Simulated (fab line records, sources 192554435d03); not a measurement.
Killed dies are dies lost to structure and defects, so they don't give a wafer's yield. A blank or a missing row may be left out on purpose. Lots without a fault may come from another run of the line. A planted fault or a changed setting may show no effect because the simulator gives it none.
fab line records | flow n5_finfet
record lots=12 wafers=32 last_day=16
route steps=1938 shown BEOL_M0@719 MIM_BOT_LITHO@1862 PAD_METAL@1894 PASSIVATION@1928
lots that met no fault: from a run of the same line without faults
start_h: hours from the record's first day to the start of the lot's first wafer shown | wait_h: hours since the lot's step before | " the same as in the row above | L1.1+2: a row that stands for several wafers | - no value, or no start given | * or withheld: withheld | < > ~ a bound
route shown NAME@n: a module of which the file shows steps, and the number in the route of the first | usual: mean/standard deviation of fault-free wafers | same: alike in all rows | chamber/n: place in a boat | sites: the reading at each site | _std_site: their standard deviation | _edge_site: outer sites' mean less inner sites' | radius_mm: how far each site lies from the wafer's centre | mask NAME#n: copy n | behind: the tool/chamber that last shaped the wafer | hold: why the lot was held/for how many hours/how that ended | device: the transistor (n, p or np) that didn't switch | end of line: the same wafers' tests at the end of the route | a step without rows: its recipe alone | killed: dies lost to structure and defects at the first sort, not the wafer's yield | map: a wafer's dies, x killed, . not, _ none there
set.NAME: the setting as run; set.NAME@STEP: as run at that earlier step | model.NAME: the simulator's own value behind a step, which no gauge read
steps of the route over a sample of lots; a table a step, a row a wafer
services: from which hour (start_h, from the record's first day; less than 0 if before it) a tool's chamber was out of use, for how many hours, and why
## steps
# step N5_BEOL_M0_WET_ETCH_106
# recipe chemistry=DHF dilution=10:1 temp_c=25 target=SiO2 target_depth_a=1300 dry=ipa_marangoni rinse_time_s=30 rinse_temp_c=23
# usual bath_heat_duty_pct=6.1/0.77 rinse_temp_c=22.99/0.098
# same rinse_time_s=30
# columns lot.wafer tool chamber start_h wait_h bath_heat_duty_pct rinse_temp_c
L154.1 wet_bench-01 3 114.42 - 6.0 23.10
L154.2 " 5 " " 6.4 23.01
L156.1 wet_bench-03 7 130.91 - 7.2 22.88
L156.3 " 0 " " 5.1 23.01
L157.2 wet_bench-03 0 137.08 - 5.3 22.97
L157.3 " 1 " " 6.0 22.98
L157.6 " 7 " " 7.6 22.90
L158.1 wet_bench-01 4 143.02 - 6.0 22.97
L158.2 " 7 " " 6.6 23.20
L158.5 " 6 " " 6.7 22.94
L159.1 wet_bench-06 0 144.72 - 6.4 23.12
L159.5 " 3 " " 4.9 23.15
L159.6 " 7 " " 5.8 23.12
L160.1 wet_bench-06 7 152.25 - 6.3 23.03
L160.2 " 2 " " 6.4 22.83
L160.6 " 4 " " 5.9 23.01
L162.1 wet_bench-01 7 160.54 - 7.0 23.01
L162.3 " 2 " " 6.5 23.11
L163.4 wet_bench-06 7 166.16 - 5.4 22.98
L163.5 " 4 " " 5.5 23.08
L163.6 " 6 " " 6.0 23.11
L164.2 wet_bench-01 5 174.85 - 6.7 22.85
L164.4 " 4 " " 6.2 23.09
L164.5 " 0 " " 7.0 22.89
L165.3 wet_bench-06 4 181.69 - 6.0 23.16
L165.6 " 1 " " 5.1 22.85
L169.3 wet_bench-03 4 214.10 - 7.3 22.86
L169.4 " 5 " " 5.2 23.03
L169.5 " 0 " " 6.3 22.78
L171.1 wet_bench-01 6 221.72 - 6.6 22.87
L171.2 " 0 " " 6.7 23.12
L171.4 " 7 " " 8.0 22.96
# step N5_MIM_BOT_LITHO_CD_MEAS_08
# recipe target_cd_nm=3000 landing_energy_ev=500 detector=se_inlens polarity=opening
# usual cd_nm=3000.8/2
# same landing_energy_ev=500
# columns lot.wafer tool chamber start_h wait_h cd_nm
L156.1 cd_sem-01 0 273.52 - 2999.6
L156.3 " 0 " " 2999.0
L154.1 cd_sem-03 0 273.99 - 2998.6
L154.2 " 0 " " 3000.0
L157.2 cd_sem-03 0 291.16 - 3002.1
L157.3 " 0 " " 3004.4
L157.6 " 0 " " 3001.8
L158.1 cd_sem-02 0 291.41 - 2999.7
L158.2 " 0 " " 2998.5
L158.5 " 0 " " 2996.3
L160.1 cd_sem-03 0 291.57 - 2997.6
L160.2 " 0 " " 3000.0
L160.6 " 0 " " 2998.7
L159.1 cd_sem-01 0 295.39 - 3003.4
L159.5 " 0 " " 3002.0
L159.6 " 0 " " 2999.9
L162.1 cd_sem-02 0 317.58 - 3005.3
L162.3 " 0 " " 2999.5
L164.2 cd_sem-01 0 330.80 - 3002.7
L164.4 " 0 " " 3001.3
L164.5 " 0 " " 3002.5
L165.3 cd_sem-01 0 333.26 - 3002.8
L165.6 " 0 " " 3002.9
L163.4 cd_sem-01 0 335.56 - 2999.7
L163.5 " 0 " " 2998.6
L163.6 " 0 " " 3000.9
L171.1 cd_sem-02 0 364.98 - 3003.4
L171.2 " 0 " " 3003.9
L171.4 " 0 " " 3002.6
L169.3 cd_sem-02 0 367.32 - 2999.9
L169.4 " 0 " " 2997.6
L169.5 " 0 " " 3001.4
# step N5_PASSIVATION_PRE_CLEAN_19
# recipe gas=H2/He time_s=* temp_c=*
# usual heater_power_w=457/46
# columns lot.wafer tool chamber start_h wait_h heater_power_w
L156.1 pvd_sputter-03 - 275.87 0.0 529
L156.3 " - " " 492
L154.1 pvd_sputter-02 - 276.33 0.0 400
L154.2 " - " " 478
L157.2 pvd_sputter-02 - 293.60 0.0 464
L157.3 " - " " 382
L157.6 " - " " 432
L158.1 pvd_sputter-01 - 294.90 0.0 535
L158.2 " - " " 478
L158.5 " - " " 393
L160.1 pvd_sputter-03 - 296.30 0.0 447
L160.2 " - " " 492
L160.6 " - " " 444
L159.1 pvd_sputter-01 - 299.99 0.0 438
L159.5 " - " " 543
L159.6 " - " " 490
L162.1 pvd_sputter-03 - 320.80 0.0 477
L162.3 " - " " 446
L164.2 pvd_sputter-02 - 333.67 0.0 465
L164.4 " - " " 440
L164.5 " - " " 483
L165.3 pvd_sputter-02 - 337.22 0.0 469
L165.6 " - " " 438
L163.4 pvd_sputter-01 - 342.03 0.0 487
L163.5 " - " " 391
L163.6 " - " " 491
L171.1 pvd_sputter-03 - 368.97 0.0 491
L171.2 " - " " 458
L171.4 " - " " 512
L169.3 pvd_sputter-02 - 370.57 0.0 401
L169.4 " - " " 391
L169.5 " - " " 394
# step N5_PASSIVATION_DESCUM_46
# recipe chemistry=O2 time_s=7.9 source_power_w=50 bias_power_w=20 pressure_mtorr=20 rf_frequency_hz=2.712e+07 temp_c=40 o2_flow_sccm=225
# usual drypump_motor_current_A=5.7/0.38 oes_product_au=0.80/0.052 rf_vpp_V=243.6/1.3 showerhead_plenum_p_Torr=2.13/0.071 throttle_valve_pct=20.39/0.24
# columns lot.wafer tool chamber start_h wait_h drypump_motor_current_A oes_product_au rf_hours_counter_h rf_vpp_V showerhead_plenum_p_Torr throttle_valve_pct
L156.1 rie_diel-03 2 279.06 0.0 5.5 0.85 71 245.5 2.20 20.62
L156.3 " 1 " " 5.6 0.86 50 245.1 2.24 20.43
L154.1 rie_diel-06 3 279.27 0.2 5.8 0.80 108 244.6 2.18 20.11
L154.2 " 0 " " 6.2 0.81 91 245.1 2.22 20.17
L157.2 rie_diel-06 3 296.42 0.2 5.8 0.81 113 243.4 2.17 20.12
L157.3 " 2 " " 5.1 0.82 70 243.9 2.12 20.00
L157.6 " 0 " " 6.1 0.80 - 245.6 2.22 20.18
L158.1 rie_diel-02 3 297.67 0.0 4.9 0.76 132 244.2 2.11 20.21
L158.2 " 1 " " 5.7 0.90 27 242.9 2.12 19.94
L158.5 " 1 " " 5.7 0.90 - 244.7 2.12 19.94
L160.1 rie_diel-03 2 299.51 0.5 5.5 0.84 78 243.3 2.20 20.62
L160.2 " 0 " " 6.1 0.79 139 243.0 2.08 20.70
L160.6 " 1 " " 5.7 0.85 - 245.5 2.24 20.46
L159.1 rie_diel-03 3 303.20 0.0 5.6 0.79 96 243.8 2.12 20.39
L159.5 " 2 " " 5.5 0.84 - 244.5 2.20 20.62
L159.6 " 3 " " 5.6 0.79 - 242.1 2.12 20.39
L162.1 rie_diel-02 2 324.07 0.0 5.6 0.90 27 243.8 2.05 20.24
L162.3 " 1 " " 5.7 0.88 36 243.3 2.12 19.96
L164.2 rie_diel-03 1 336.90 0.4 5.6 0.83 72 243.8 2.23 20.47
L164.4 " 2 " " 5.5 0.82 92 244.4 2.20 20.63
L164.5 " 1 " " 5.7 0.83 - 243.1 2.24 20.48
L165.3 rie_diel-03 3 341.47 0.6 5.6 0.78 113 243.6 2.11 20.40
L165.6 " 1 " " 5.7 0.83 - 244.8 2.23 20.47
L163.4 rie_diel-06 1 345.63 0.2 6.1 0.73 162 241.9 2.02 20.61
L163.5 " 3 " " 5.8 0.79 - 244.2 2.17 20.15
L163.6 " 2 " " 5.1 0.80 - 244.6 2.11 20.03
L171.1 rie_diel-03 2 371.64 0.0 5.5 0.80 109 244.9 2.19 20.66
L171.2 " 3 " " 5.6 0.77 126 242.6 2.11 20.42
L171.4 " 0 " " 6.2 0.75 169 243.1 2.07 20.74
L169.3 rie_diel-06 0 373.25 0.0 6.1 0.76 127 244.1 2.21 20.22
L169.4 " 1 " " 6.1 0.71 173 241.1 2.02 20.61
L169.5 " 3 " " 5.8 0.76 - 245.6 2.16 20.17
# step N5_PASSIVATION_PROBE_49
# usual defect_limited_yield=91.2/1.5 killed_at_M0_to_M3=36/10 killed_at_M4_up=13/6 killed_at_contacts=11/5.2 killed_at_front_end=40/11 killed_at_other=3.1/2.9 killed_dies=104/17 killed_open=66/12 killed_short=34/7.7 sort_bin_5_function=5.1/0.91 sort_bin_6_memory=3.2/0.67 sort_n_pass=1076/17 sort_yield_pct=91.2/1.5
# same gross_dies=1180 killed_at_back_side=0 sort_bin_4_leakage[%]=0 sort_bin_8_speed[%]=0
# columns lot.wafer tool chamber start_h wait_h defect_limited_yield[%] killed_at_M0_to_M3 killed_at_M4_up killed_at_contacts killed_at_front_end killed_at_other killed_dies killed_open killed_short sort_bin_5_function[%] sort_bin_6_memory[%] sort_n_pass sort_yield_pct[%]
L169.3 prober-01 - 378.28 0.1 93.4 34 4 7 32 1 78 56 20 2.9 3.6 1102 93.4
L169.4 prober-01 - 378.33 0.2 80.7 167 6 9 42 4 228 57 30 12.2 4.5 952 80.7
L169.5 prober-01 - 378.38 0.2 89.4 53 13 15 42 2 125 62 55 5.9 3.9 1055 89.4
# killed by level:class
L169.3 BEOL_M1:geometric_particle:open=11 FIN_SAQP:geometric_particle:open=6 DUMMY_GATE:geometric_particle:open=6 MOL_CONTACT_COAG:geometric_particle:open=6 BEOL_M0_SAQP:geometric_particle:short=6 BEOL_M0_SAQP:geometric_particle:open=6 BEOL_M3:geometric_particle:open=4 FIN_SAQP:geometric_particle:short=4
L169.4 BEOL_M0:unspecified=132 BEOL_M0_SAQP:geometric_particle:short=9 MOL_CONTACT_COAG:geometric_particle:open=9 BEOL_M0_SAQP:geometric_particle:open=9 HKMG_FIN:area_etch=8 FIN_SAQP:geometric_particle:short=7 DUMMY_GATE:geometric_particle:open=5 GATE_CUT:geometric_particle:open=5
L169.5 BEOL_M0_SAQP:geometric_particle:short=24 BEOL_M0_SAQP:geometric_particle:open=17 MOL_CONTACT_COAG:geometric_particle:open=8 FIN_SAQP:geometric_particle:open=7 MOL_CONTACT_COAG:geometric_particle:short=7 BEOL_M4:geometric_particle:open=7 HKMG_FIN:area_etch=7 FIN_SAQP:geometric_particle:short=5
## services
# columns tool chamber start_h hours kind
rie_diel-06 - 92.52 4.2 repair
rie_diel-03 1 96.15 - clean
rie_diel-03 1 96.15 - consumable_replace:focus_ring
rie_diel-03 1 96.15 - consumable_replace:showerhead
pvd_sputter-01 - 107.88 1.9 repair
pvd_sputter-03 - 117.71 8.4 repair
pvd_sputter-03 - 169.46 17.4 repair
wet_bench-01 - 176.16 1.9 pm
rie_diel-02 2 177.14 9.3 repair
rie_diel-02 1 178.63 14.1 repair
rie_diel-03 1 186.86 6.5 repair
wet_bench-03 - 201.45 6.5 repair
rie_diel-03 1 202.38 5.7 repair
rie_diel-03 - 207.12 0.4 repair
rie_diel-02 2 220.79 6.6 repair
rie_diel-02 3 222.10 1.4 repair
wet_bench-01 - 231.52 7.6 repair
rie_diel-03 2 246.73 2.6 repair
pvd_sputter-01 - 265.60 4.9 repair
pvd_sputter-02 - 306.05 1.9 repair
rie_diel-06 - 307.32 2.8 pm
rie_diel-02 - 329.88 24.2 repair
wet_bench-01 - 346.44 1.3 repair
pvd_sputter-03 - 352.94 1.0 repair
## key
first_sign step=N5_PASSIVATION_PROBE_49 reading=killed_at_M0_to_M3 direction=up sigmas=13 usual=36 struck=167
effect step=N5_PASSIVATION_PROBE_49 reading=defect_limited_yield direction=down sigmas=7.2 usual=91.2 struck=80.7
more_kills_born_at N5_BEOL_M0_WET_ETCH_106@wet_bench-03=132
met_at N5_BEOL_M0_WET_ETCH_106
struck_lots L169
struck_wafers L169.4
not_acting_at N5_MIM_BOT_LITHO_CD_MEAS_08,N5_PASSIVATION_PRE_CLEAN_19,N5_PASSIVATION_DESCUM_46
fault kind=chamber_particle_source tool=wet_bench-03 chamber=5 onset_h=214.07 steps=N5_BEOL_M0_WET_ETCH_106 rate_per_visit_cm2=0.77009 end_h=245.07
